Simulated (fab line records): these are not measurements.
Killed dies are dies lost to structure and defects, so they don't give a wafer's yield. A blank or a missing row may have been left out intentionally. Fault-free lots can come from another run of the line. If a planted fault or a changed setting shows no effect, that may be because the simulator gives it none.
fab line records	flow n5_finfet
record lots=6	wafers=17	last_day=17
route steps=1938 shown SD_ACTIVATION@332 ILD0@335 BEOL_M4@1111 PASSIVATION@1936
lots untouched by any fault: they come from a run of this same line in which no faults occurred
start_h: hours from the record's opening day to when the first of the lot's shown wafers began	wait_h: time in hours since the lot's previous step	" same as the row above	L1.1+2: one row covering several wafers at once	- no value, or no start was given	* or withheld: withheld	< > ~ a bound
route shown NAME@n: NAME is a module with steps in the file, n the number in the route of the first one	usual: mean and standard deviation over wafers with no fault	same: alike in all rows	chamber/n: place in a boat	sites: each site's reading	_std_site: their standard deviation	_edge_site: the outer-site mean with the inner-site mean subtracted	radius_mm: for every site, how far away it sits from the centre of the wafer	mask NAME#n: copy n	behind: the tool/chamber that last shaped the wafer	hold: why the lot was held/for how many hours/how that ended	device: whichever transistor did not switch (one of n, p or np)	end of line: the tests these same wafers got at the end of their route	a step with no rows: only its recipe	killed: dies that structure and defects cost at the first sort, which is not the same as the wafer's yield	map: a wafer's dies, x killed, . not, _ none there
set.NAME: setting as actually run; set.NAME@STEP: the setting as run at that earlier step	model.NAME: the simulator's own value behind a step, which no gauge read
a table for each step, a row for each wafer; lots at some steps of the route
services: when a tool's chamber went out of use (start_h, in hours from the record's first day, below 0 if earlier), for how many hours, and the reason
## steps
# step N5_SD_ACTIVATION_RS_MEAS_03
# recipe thk_meas_gauge=four-point-probe
# usual RS_SD_N=21.85/0.28	RS_SD_P=56.2/0.86
lot.wafer	tool	chamber	start_h	wait_h	RS_SD_N[ohm/sq]	RS_SD_P[ohm/sq]
L647.1	film_metro-01	-	57.36	0.2	21.90	56.2
L647.2	"	-	"	"	21.78	56.2
L647.5	"	-	"	"	21.87	56.8
L649.2	film_metro-01	-	73.97	0.2	21.51	55.8
L649.3	"	-	"	"	21.61	55.6
L649.5	"	-	"	"	21.47	56.1
L652.2	film_metro-02	-	88.09	0.2	21.62	57.2
L652.5	"	-	"	"	21.63	56.9
L653.1	film_metro-01	-	97.97	0.2	21.94	56.0
L653.2	"	-	"	"	21.99	55.9
L653.3	"	-	"	"	21.88	56.8
L664.3	film_metro-01	-	160.92	0.2	21.57	55.8
L664.5	"	-	"	"	21.83	56.0
L664.6	"	-	"	"	21.45	55.3
L667.1	film_metro-01	-	178.67	0.2	21.35	54.9
L667.2	"	-	"	"	21.75	54.5
L667.5	"	-	"	"	21.45	55.2
# step N5_SD_ACTIVATION_INSPECT_02
# recipe inspect_instrument=darkfield	mode=post_anneal
# usual raw_defect_count=172/36
lot.wafer	tool	chamber	start_h	wait_h	raw_defect_count
L647.1	defect_inspect-02	-	57.68	0.2	133
L647.2	"	-	"	"	184
L647.5	"	-	"	"	138
L649.2	defect_inspect-02	-	74.27	0.1	162
L649.3	"	-	"	"	87
L649.5	"	-	"	"	157
L652.2	defect_inspect-02	-	88.39	0.1	142
L652.5	"	-	"	"	138
L653.1	defect_inspect-01	-	98.29	0.2	173
L653.2	"	-	"	"	218
L653.3	"	-	"	"	235
L664.3	defect_inspect-01	-	161.21	0.1	132
L664.5	"	-	"	"	114
L664.6	"	-	"	"	152
L667.1	defect_inspect-02	-	178.99	0.2	143
L667.2	"	-	"	"	223
L667.5	"	-	"	"	189
# step N5_ILD0_LINER_00
# recipe material=SiNx	target_thk_a=40	temp_c=400	ald_precursor_family=SiH2I2	ald_co_reactant=N2/H2-plasma	pulse_time_s=1	purge_time_s=2	co_reactant_purge_time_s=2	ald_cycles=80	pressure_torr=2
# usual chamber_pressure_Torr=2.000/0.0043	heater_power_w=843/71	precursor_pulse_height_rel=1.000/0.019
lot.wafer	tool	chamber	start_h	wait_h	chamber_pressure_Torr	heater_power_w	precursor_pulse_height_rel
L647.1	ald_sin-04	1	57.72	0.0	2.000	898	0.973
L647.2	"	3	"	"	1.997	791	1.019
L647.5	"	3	"	"	2.002	758	0.980
L649.2	ald_sin-04	1	74.31	0.0	2.001	891	1.062
L649.3	"	2	"	"	1.993	912	0.968
L649.5	"	1	"	"	1.998	888	1.000
L652.2	ald_sin-04	1	88.43	0.0	1.993	892	0.977
L652.5	"	0	"	"	1.997	751	0.990
L653.1	ald_sin-04	2	99.01	0.7	2.004	919	1.016
L653.2	"	3	"	"	2.008	787	1.010
L653.3	"	1	"	"	2.001	888	0.992
L664.3	ald_sin-04	1	161.25	0.0	2.004	882	1.006
L664.5	"	0	"	"	2.008	743	0.945
L664.6	"	1	"	"	1.998	922	1.000
L667.1	ald_sin-04	3	181.04	2.1	2.000	795	0.991
L667.2	"	1	"	"	2.000	911	1.002
L667.5	"	2	"	"	2.004	927	0.988
# step N5_ILD0_FCVD_FILL_01
# recipe material=SiO2_flowable	target_thk_a=2000	temp_c=100	pressure_torr=0.8	rf_w=2000	time_s=328.3
# step N5_ILD0_CURE_02
# recipe temp_c=450	time_s=1800	ambient=steam	idle_temp_c=400	ramp_up_c_per_min=5	ramp_down_c_per_min=3	densification_p_h2o_torr=640
# step N5_ILD0_CMP_03
# recipe stop_on=SiNx	t_overpolish_s=1.9	post_cmp_clean=alkaline_brush	down_force_psi=4.1491	platen_rpm=51.796	pad_velocity_m_s=1.0306	target_thk_nm=197.38
# usual motor_current_A=12.6/1.5	overpolish_run_s=1.901/0.0081	pad_life_wafers=818/640	time_to_endpoint_s=69/4.8
lot.wafer	tool	chamber	start_h	wait_h	motor_current_A	overpolish_run_s	pad_life_wafers	time_to_endpoint_s
L647.1	cmp-04	2	60.16	0.1	12.4	1.894	326	65
L647.2	"	3	"	"	12.2	1.910	327	60
L647.5	"	0	"	"	12.7	1.897	-	64
L649.2	cmp-02	0	76.71	0.1	13.3	1.915	31	69
L649.3	"	1	"	"	14.9	1.905	32	74
L649.5	"	3	"	"	11.9	1.901	-	71
L652.2	cmp-03	2	90.88	0.1	13.4	1.911	1754	70
L652.5	"	0	"	"	14.7	1.895	-	76
L653.2	cmp-02	2	101.42	0.1	12.3	1.907	229	58
L653.1	"	3	"	"	12.3	1.900	230	66
L653.3	"	0	"	"	13.0	1.891	231	64
L664.3	cmp-02	3	163.61	0.0	12.5	1.887	786	81
L664.6	"	3	"	"	12.6	1.902	-	81
L664.5	"	0	"	"	12.3	1.904	-	76
L667.2	cmp-04	1	183.48	0.1	9.2	1.916	1298	71
L667.1	"	2	"	"	11.8	1.898	1299	68
L667.5	"	0	"	"	11.8	1.909	-	68
# step N5_ILD0_THK_MEAS_04
# usual thk_nm=197.0/1.2
lot.wafer	tool	chamber	start_h	wait_h	thk_nm
L647.1	film_metro-01	-	60.38	-	195.9
L647.2	"	-	"	"	194.8
L647.5	"	-	"	"	197.7
L649.2	film_metro-01	-	76.97	-	198.6
L649.3	"	-	"	"	199.8
L649.5	"	-	"	"	197.8
L652.2	film_metro-02	-	91.10	-	195.9
L652.5	"	-	"	"	196.0
L653.1	film_metro-02	-	101.67	-	196.9
L653.2	"	-	"	"	196.2
L653.3	"	-	"	"	197.0
L664.3	film_metro-01	-	163.91	-	197.7
L664.5	"	-	"	"	197.3
L664.6	"	-	"	"	197.9
L667.1	film_metro-02	-	183.70	-	196.2
L667.2	"	-	"	"	197.8
L667.5	"	-	"	"	198.0
# step N5_ILD0_CMP_07
# recipe stop_on=poly-Si	material=SiO2_flowable	t_overpolish_s=1.18	post_cmp_clean=alkaline_brush	down_force_psi=4.1491	platen_rpm=51.796	pad_velocity_m_s=1.0306	target_thk_nm=138.88
# usual motor_current_A=12.9/1.4	pad_life_wafers=779/520
lot.wafer	tool	chamber	start_h	wait_h	motor_current_A	pad_life_wafers
L647.1	cmp-04	2	60.45	0.1	10.9	331
L647.2	"	0	"	"	11.9	333
L647.5	"	2	"	"	12.3	-
L649.3	cmp-02	0	77.04	0.1	13.5	37
L649.2	"	1	"	"	15.1	38
L649.5	"	3	"	"	12.9	-
L652.2	cmp-02	3	91.17	0.1	12.2	163
L652.5	"	2	"	"	12.8	-
L653.3	cmp-02	2	101.74	0.1	12.3	235
L653.1	"	3	"	"	11.9	236
L653.2	"	0	"	"	13.0	237
L664.3	cmp-02	1	164.01	0.1	14.5	794
L664.6	"	3	"	"	12.4	-
L664.5	"	0	"	"	13.5	-
L667.1	cmp-04	1	183.73	0.0	9.8	1302
L667.2	"	0	"	"	12.7	1305
L667.5	"	2	"	"	11.2	-
# step N5_ILD0_THK_MEAS_08
# usual thk_nm=138.9/1.3
lot.wafer	tool	chamber	start_h	wait_h	thk_nm
L647.1	film_metro-01	-	60.70	-	136.1
L647.2	"	-	"	"	137.5
L647.5	"	-	"	"	136.0
L649.2	film_metro-01	-	77.29	-	140.6
L649.3	"	-	"	"	139.1
L649.5	"	-	"	"	139.5
L652.2	film_metro-01	-	91.42	-	138.6
L652.5	"	-	"	"	137.5
L653.1	film_metro-01	-	102.00	-	138.4
L653.2	"	-	"	"	136.6
L653.3	"	-	"	"	135.8
L664.3	film_metro-01	-	164.23	-	139.5
L664.5	"	-	"	"	138.1
L664.6	"	-	"	"	138.9
L667.1	film_metro-02	-	184.03	-	140.5
L667.2	"	-	"	"	138.1
L667.5	"	-	"	"	138.7
# step N5_ILD0_PRECLEAN_10
# recipe chemistry=NF3:NH3	afs_cycles=5	time_s=20	temp_c=30	sublimation_temp_c=180	sublimation_time_s=60	pressure_torr=3	rf_power_w=30
# step N5_ILD0_ALD_15
# recipe material=SiNx	target_thk_a=240	temp_c=400	ald_precursor_family=SiH2I2	ald_co_reactant=N2/H2-plasma	pulse_time_s=1	ald_cycles=480	purge_time_s=2	co_reactant_purge_time_s=2	pressure_torr=2
# usual chamber_pressure_Torr=2.001/0.0042	heater_power_w=827/70	precursor_pulse_height_rel=1.001/0.02
lot.wafer	tool	chamber	start_h	wait_h	chamber_pressure_Torr	heater_power_w	precursor_pulse_height_rel
L647.1	ald_sin-02	2	61.42	0.6	2.003	866	1.007
L647.2	"	1	"	"	2.004	730	1.016
L647.5	"	3	62.51	1.2	2.002	872	1.013
L649.2	ald_sin-04	1	78.01	0.5	1.997	914	0.961
L649.3	"	2	"	"	2.004	926	0.994
L649.5	"	2	79.10	1.2	2.004	931	1.001
L652.2	ald_sin-02	1	92.33	0.7	1.999	733	0.953
L652.5	"	1	93.42	1.4	1.997	741	0.966
L653.1	ald_sin-01	1	102.72	0.6	2.006	854	1.014
L653.2	"	0	"	"	2.011	940	1.005
L653.3	"	3	"	"	1.998	820	1.012
L664.3	ald_sin-01	1	164.95	0.4	2.001	878	0.959
L664.5	"	1	166.03	1.2	2.004	881	0.989
L664.6	"	0	"	"	1.999	961	1.013
L667.1	ald_sin-02	2	184.75	0.6	1.997	882	1.003
L667.2	"	1	"	"	2.001	765	1.034
L667.5	"	1	185.83	1.2	2.004	765	0.992
# step N5_ILD0_CMP_12
# recipe stop_on=poly-Si	material=SiNx	t_overpolish_s=6	post_cmp_clean=alkaline_brush	down_force_psi=2.5	platen_rpm=51.8	pad_velocity_m_s=1.0307	target_thk_nm=17.67
# usual motor_current_A=9.2/1	overpolish_run_s=6.000/0.0092	pad_life_wafers=974/550	time_to_endpoint_s=28/3.1
lot.wafer	tool	chamber	start_h	wait_h	motor_current_A	overpolish_run_s	pad_life_wafers	time_to_endpoint_s
L647.2	cmp-03	1	63.66	1.2	8.6	6.005	1531	32
L647.1	"	3	"	"	8.7	5.987	1533	32
L647.5	"	0	"	"	10.6	6.001	-	28
L649.3	cmp-03	1	80.25	1.2	8.8	5.999	1681	28
L649.2	"	3	"	"	8.9	6.011	1683	28
L649.5	"	0	"	"	10.9	5.993	-	26
L652.2	cmp-03	0	94.65	1.2	11.0	5.999	1779	13
L652.5	"	2	"	"	9.3	5.992	-	25
L653.2	cmp-03	2	104.92	1.1	10.0	5.994	1842	15
L653.1	"	3	"	"	8.6	6.004	1843	30
L653.3	"	0	"	"	11.0	5.995	1844	29
L664.3	cmp-04	0	167.18	1.2	9.0	6.007	1165	28
L664.6	"	3	"	"	9.2	5.993	-	23
L664.5	"	0	"	"	9.3	6.003	-	28
L667.2	cmp-04	2	186.95	1.1	8.5	6.010	1326	29
L667.1	"	1	"	"	7.1	5.989	1329	28
L667.5	"	3	"	"	8.8	6.007	-	23
# step N5_ILD0_THK_MEAS_13
# usual thk_nm=17.4/1.2
lot.wafer	tool	chamber	start_h	wait_h	thk_nm
L647.1	film_metro-01	-	63.92	-	19.2
L647.2	"	-	"	"	18.5
L647.5	"	-	"	"	18.6
L649.2	film_metro-01	-	80.51	-	19.1
L649.3	"	-	"	"	18.3
L649.5	"	-	"	"	18.1
L652.2	film_metro-02	-	94.83	-	15.0
L652.5	"	-	"	"	16.9
L653.1	film_metro-02	-	105.21	-	17.4
L653.2	"	-	"	"	14.8
L653.3	"	-	"	"	17.4
L664.3	film_metro-02	-	167.44	-	17.2
L664.5	"	-	"	"	18.0
L664.6	"	-	"	"	15.1
L667.1	film_metro-02	-	187.24	-	18.0
L667.2	"	-	"	"	16.8
L667.5	"	-	"	"	14.2
# step N5_BEOL_M4_RC_MEAS_101
# usual DIBL_N=36.0/2.5	DIBL_P=36.2/3	IOFF_N=0.16/0.044	IOFF_P=0.21/0.049	ION_N=671/15	ION_P=461/8.7	SS_N=71.5/0.72	SS_P=73.4/0.9	VT_N=251/4.4	VT_P=-250/4
lot.wafer	tool	chamber	start_h	wait_h	DIBL_N[mV/V]	DIBL_P[mV/V]	IOFF_N[nA/um]	IOFF_P[nA/um]	ION_N[uA/um]	ION_P[uA/um]	SS_N[mV/dec]	SS_P[mV/dec]	VT_N[mV]	VT_P[mV]
L647.1	prober-01	0	180.05	0.0	36.4	36.1	0.16	0.24	668	463	71.9	73.5	251	-245
L647.2	"	0	"	"	34.6	33.4	0.13	0.19	667	458	71.3	72.1	254	-247
L647.5	"	0	"	"	36.0	35.2	0.15	0.22	665	460	71.6	72.7	250	-245
L649.2	prober-01	0	190.01	0.9	40.4	40.7	0.26	0.32	694	474	73.0	75.0	243	-246
L649.3	"	0	"	"	35.1	33.9	0.15	0.18	668	455	71.6	73.3	249	-250
L649.5	"	0	"	"	36.7	36.1	0.18	0.23	676	466	72.2	73.5	249	-245
L652.2	prober-02	0	215.42	0.2	37.3	37.8	0.17	0.23	682	467	71.5	73.6	248	-250
L652.5	"	0	"	"	38.8	38.8	0.21	0.24	697	474	72.1	74.2	245	-247
L653.1	prober-01	0	219.12	0.0	38.4	39.2	0.18	0.26	695	476	71.3	74.3	248	-250
L653.2	"	0	"	"	38.6	40.1	0.19	0.30	680	467	72.1	74.8	248	-245
L653.3	"	0	"	"	35.0	34.7	0.12	0.19	669	466	70.2	73.2	254	-252
L664.3	prober-02	0	301.99	0.3	41.1	42.8	0.24	0.33	691	469	72.4	75.3	242	-244
L664.5	"	0	"	"	38.0	38.4	0.17	0.22	679	456	71.8	74.9	250	-254
L664.6	"	0	"	"	41.0	42.0	0.23	0.31	688	471	72.8	74.7	244	-246
L667.1	prober-02	0	306.64	0.0	35.1	34.4	0.13	0.18	656	455	72.0	72.7	254	-252
L667.2	"	0	"	"	28.9	27.9	0.06	0.12	631	444	70.0	70.5	261	-256
L667.5	"	0	"	"	31.9	31.1	0.09	0.14	642	453	70.7	72.2	257	-252
# step N5_PASSIVATION_PROBE_49
# usual defect_limited_yield=91.7/1.4	killed_at_M0_to_M3=31/11	killed_at_M4_up=13/4.6	killed_at_contacts=13/6.7	killed_at_front_end=39/9.6	killed_at_other=3.5/2.8	killed_dies=98/16	killed_open=64/11	killed_short=33/8.5	sort_bin_4_leakage=0.00/0.032	sort_bin_5_function=4.9/0.96	sort_bin_6_memory=3.1/0.59	sort_bin_8_speed=0.2/1.3	sort_n_pass=1080/23	sort_yield_pct=91.5/1.9
# same gross_dies=1180	killed_at_back_side=0
lot.wafer	tool	chamber	start_h	wait_h	defect_limited_yield[%]	killed_at_M0_to_M3	killed_at_M4_up	killed_at_contacts	killed_at_front_end	killed_at_other	killed_dies	killed_open	killed_short	sort_bin_4_leakage[%]	sort_bin_5_function[%]	sort_bin_6_memory[%]	sort_bin_8_speed[%]	sort_n_pass	sort_yield_pct[%]
L647.1	prober-02	-	277.72	0.0	91.6	29	9	35	17	9	99	63	35	0	4.2	3.8	0	1081	91.6
L647.2	prober-02	-	277.77	0.1	94.7	9	6	20	22	5	62	39	21	0	2.5	2.5	0	1118	94.7
L647.5	prober-02	-	277.92	0.2	90.6	33	10	28	40	0	111	83	27	0	5.3	3.6	0	1069	90.6
L649.2	prober-01	-	294.78	0.1	90.3	27	12	22	54	0	115	72	41	0	5.9	3.2	0	1065	90.3
L649.3	prober-01	-	294.83	0.1	90.3	25	19	23	45	2	114	75	38	0	5.7	3.6	0	1066	90.3
L649.5	prober-01	-	294.93	0.2	89.9	21	13	36	44	5	119	70	49	0	6.4	3.3	0	1061	89.9
L652.2	prober-02	-	326.53	0.8	91.2	22	18	10	50	4	104	67	37	0	4.6	3.7	0	1076	91.2
L652.5	prober-02	-	326.68	1.0	93.8	16	23	8	26	0	73	52	20	0	3.2	2.5	0	1107	93.8
L653.1	prober-02	-	326.78	0.3	91.4	30	17	12	43	0	102	63	38	0	5.2	3.1	0	1078	91.4
L653.2	prober-02	-	326.83	0.3	91.4	28	11	23	39	0	101	65	35	0	5.3	2.9	0	1079	91.4
L653.3	prober-02	-	326.88	0.4	91.6	27	9	7	53	3	99	62	37	0	4.7	3.1	0	1081	91.6
L664.3	prober-01	-	409.37	0.1	89.6	43	14	12	52	2	123	79	43	0	5.9	4.2	0	1057	89.6
L664.5	prober-01	-	409.47	0.2	87.7	60	13	13	56	3	145	83	60	0	7.0	4.6	0	1035	87.7
L664.6	prober-01	-	409.52	0.3	87.6	76	9	9	46	6	146	85	61	0.08	8.0	3.8	0	1033	87.5
L667.1	prober-01	-	414.37	0.2	90.1	28	10	24	50	5	117	86	31	0	6.4	3.1	0	1063	90.1
L667.2	prober-01	-	414.42	0.2	91.0	29	19	7	48	3	106	78	28	0	5.5	3.3	15.0	897	76.0
L667.5	prober-01	-	414.57	0.4	92.7	21	16	11	34	4	86	66	19	0	4.7	2.4	0	1094	92.7
# killed by level:class
L647.1 MOL_CONTACT_COAG:geometric_particle:open=23 MOL_CONTACT_COAG:geometric_particle:short=12 BEOL_M1:geometric_particle:open=12 STI_FIN_REVEAL:geometric_particle:open=4 BEOL_M1:geometric_particle:short=4 BEOL_M3:geometric_particle:open=4 BEOL_M4:geometric_particle:open=4 PAD_METAL:geometric_particle:short=4
L647.2 MOL_CONTACT_COAG:geometric_particle:open=17 FIN_SAQP:geometric_particle:short=8 FIN_SAQP:geometric_particle:open=4 DUMMY_GATE:geometric_particle:open=4 BEOL_M0_SAQP:geometric_particle:open=3 MOL_CONTACT_COAG:geometric_particle:short=3 PASS1_CAP:geometric_particle:short=3 BEOL_M1:geometric_particle:open=2
L647.5 MOL_CONTACT_COAG:geometric_particle:open=26 STI_FIN_REVEAL:geometric_particle:open=10 BEOL_M0_SAQP:geometric_particle:open=9 BEOL_M2:geometric_particle:open=6 FIN_SAQP:geometric_particle:open=5 BEOL_M0_SAQP:geometric_particle:short=5 BEOL_M1:geometric_particle:open=5 STI_FIN_REVEAL:geometric_particle:short=3
L649.2 MOL_CONTACT_COAG:geometric_particle:open=18 GATE_CUT:geometric_particle:short=17 FIN_SAQP:geometric_particle:short=10 GATE_CUT:geometric_particle:open=10 FIN_SAQP:geometric_particle:open=7 BEOL_M0:geometric_particle:open=7 BEOL_M1:geometric_particle:open=7 BEOL_M4:geometric_particle:open=7
L649.3 MOL_CONTACT_COAG:geometric_particle:open=18 GATE_CUT:geometric_particle:short=9 BEOL_M1:geometric_particle:open=9 BEOL_M4:geometric_particle:open=6 FIN_SAQP:geometric_particle:short=5 DUMMY_GATE:geometric_particle:open=5 GATE_CUT:geometric_particle:open=5 STI_FIN_REVEAL:geometric_particle:open=4
L649.5 MOL_CONTACT_COAG:geometric_particle:open=26 FIN_SAQP:geometric_particle:short=11 MOL_CONTACT_COAG:geometric_particle:short=10 FIN_SAQP:geometric_particle:open=9 GATE_CUT:geometric_particle:open=8 BEOL_M1:geometric_particle:open=5 GATE_CUT:geometric_particle:short=4 BEOL_M1:geometric_particle:short=4
L652.2 STI_FIN_REVEAL:geometric_particle:open=18 MOL_CONTACT_COAG:geometric_particle:open=7 FIN_SAQP:geometric_particle:short=6 BEOL_M1:geometric_particle:open=6 FIN_SAQP:geometric_particle:open=4 BEOL_M0_SAQP:geometric_particle:open=4 BEOL_M4:geometric_particle:open=4 STARTING-WAFER:geometric_particle:short=4
L652.5 BEOL_M4:geometric_particle:open=12 STI_FIN_REVEAL:geometric_particle:open=6 MOL_CONTACT_COAG:geometric_particle:open=6 BEOL_M5:geometric_particle:open=5 FIN_SAQP:geometric_particle:short=4 BEOL_M0:geometric_particle:open=4 STARTING-WAFER:geometric_particle:open=4 ILD0:geometric_particle:short=3
L653.1 FIN_SAQP:geometric_particle:open=9 FIN_SAQP:geometric_particle:short=9 MOL_CONTACT_COAG:geometric_particle:open=9 BEOL_M3:geometric_particle:open=9 BEOL_M4:geometric_particle:open=6 BEOL_M1:geometric_particle:open=5 DUMMY_GATE:geometric_particle:open=4 BEOL_M3:geometric_particle:short=4
L653.2 MOL_CONTACT_COAG:geometric_particle:open=19 FIN_SAQP:geometric_particle:short=15 BEOL_M3:geometric_particle:open=11 BEOL_M2:geometric_particle:open=7 ILD0:geometric_particle:open=5 BEOL_M5:geometric_particle:open=5 FIN_SAQP:geometric_particle:open=4 BEOL_M0_SAQP:geometric_particle:short=4
L653.3 FIN_SAQP:geometric_particle:short=13 STI_FIN_REVEAL:geometric_particle:open=11 BEOL_M2:geometric_particle:open=7 BEOL_M3:geometric_particle:open=7 FIN_SAQP:geometric_particle:open=6 MOL_CONTACT_COAG:geometric_particle:open=6 STARTING-WAFER:geometric_particle:open=4 STI_FIN_REVEAL:geometric_particle:short=3
L664.3 FIN_SAQP:geometric_particle:short=16 FIN_SAQP:geometric_particle:open=12 STI_FIN_REVEAL:geometric_particle:open=10 MOL_CONTACT_COAG:geometric_particle:open=10 BEOL_M0_SAQP:geometric_particle:open=9 BEOL_M3:geometric_particle:open=9 BEOL_M1:geometric_particle:open=8 BEOL_M2:geometric_particle:open=6
L664.5 BEOL_M0_SAQP:geometric_particle:open=19 BEOL_M0_SAQP:geometric_particle:short=16 STI_FIN_REVEAL:geometric_particle:open=11 GATE_CUT:geometric_particle:short=11 FIN_SAQP:geometric_particle:short=9 FIN_SAQP:geometric_particle:open=8 MOL_CONTACT_COAG:geometric_particle:open=7 MOL_CONTACT_COAG:geometric_particle:short=6
L664.6 BEOL_M0_SAQP:geometric_particle:open=22 BEOL_M0_SAQP:geometric_particle:short=17 FIN_SAQP:geometric_particle:open=12 FIN_SAQP:geometric_particle:short=11 BEOL_M2:geometric_particle:short=10 BEOL_M3:geometric_particle:open=9 MOL_CONTACT_COAG:geometric_particle:open=7 STI_FIN_REVEAL:geometric_particle:open=6
L667.1 STI_FIN_REVEAL:geometric_particle:open=18 MOL_CONTACT_COAG:geometric_particle:open=16 FIN_SAQP:geometric_particle:open=10 MOL_CONTACT_COAG:geometric_particle:short=8 BEOL_M3:geometric_particle:open=7 BEOL_M4:geometric_particle:open=7 BEOL_M2:geometric_particle:open=6 FIN_SAQP:geometric_particle:short=5
L667.2 STI_FIN_REVEAL:geometric_particle:open=20 BEOL_M4:geometric_particle:open=12 FIN_SAQP:geometric_particle:open=10 BEOL_M0:geometric_particle:short=7 MOL_CONTACT_COAG:geometric_particle:open=7 FIN_SAQP:geometric_particle:short=5 BEOL_M0_SAQP:geometric_particle:open=5 BEOL_M2:geometric_particle:open=5
L667.5 STI_FIN_REVEAL:geometric_particle:open=9 MOL_CONTACT_COAG:geometric_particle:open=9 BEOL_M4:geometric_particle:open=9 BEOL_M2:geometric_particle:open=8 FIN_SAQP:geometric_particle:open=5 BEOL_M3:geometric_particle:open=5 STI_FIN_REVEAL:geometric_particle:short=5 GATE_CUT:geometric_particle:open=4
## services
tool	chamber	start_h	hours	kind
cmp-02	-	35.21	0.3	repair
ald_sin-01	2	38.54	3.2	repair
ald_sin-01	1	40.54	4.0	repair
ald_sin-04	0	54.95	3.0	repair
cmp-02	-	68.77	4.0	pm
cmp-02	-	72.77	-	consumable_replace:conditioner
cmp-02	-	72.77	-	consumable_replace:pad
ald_sin-01	1	99.03	2.6	repair
ald_sin-02	-	100.09	5.0	repair
ald_sin-04	-	112.23	14.6	pm
ald_sin-01	2	127.67	1.4	repair
cmp-03	-	131.93	4.0	pm
cmp-03	-	135.93	-	consumable_replace:conditioner
cmp-03	-	135.93	-	consumable_replace:pad
cmp-04	-	153.06	6.5	repair
ald_sin-04	0	172.66	11.4	repair
ald_sin-01	-	176.75	14.0	pm
ald_sin-01	0	176.75	14.0	vent_cycle
ald_sin-01	1	176.75	14.0	vent_cycle
ald_sin-01	2	176.75	14.0	vent_cycle
ald_sin-01	3	176.75	14.0	vent_cycle
## key
first_sign step=N5_ILD0_CMP_12	reading=time_to_endpoint_s	direction=down	sigmas=4.4	usual=*	struck=*
effect none on later readings
met_at N5_ILD0_CMP_12
struck_wafers L652.2,L653.2
onset_between 80.25 94.65
fault kind=process_parameter_drift	tool=cmp-03	chamber=-	onset_h=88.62	steps=N5_ILD0_CMP_12	channel=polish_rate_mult	offset=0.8	shape=step	end_h=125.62	scope=struck_wafers_only
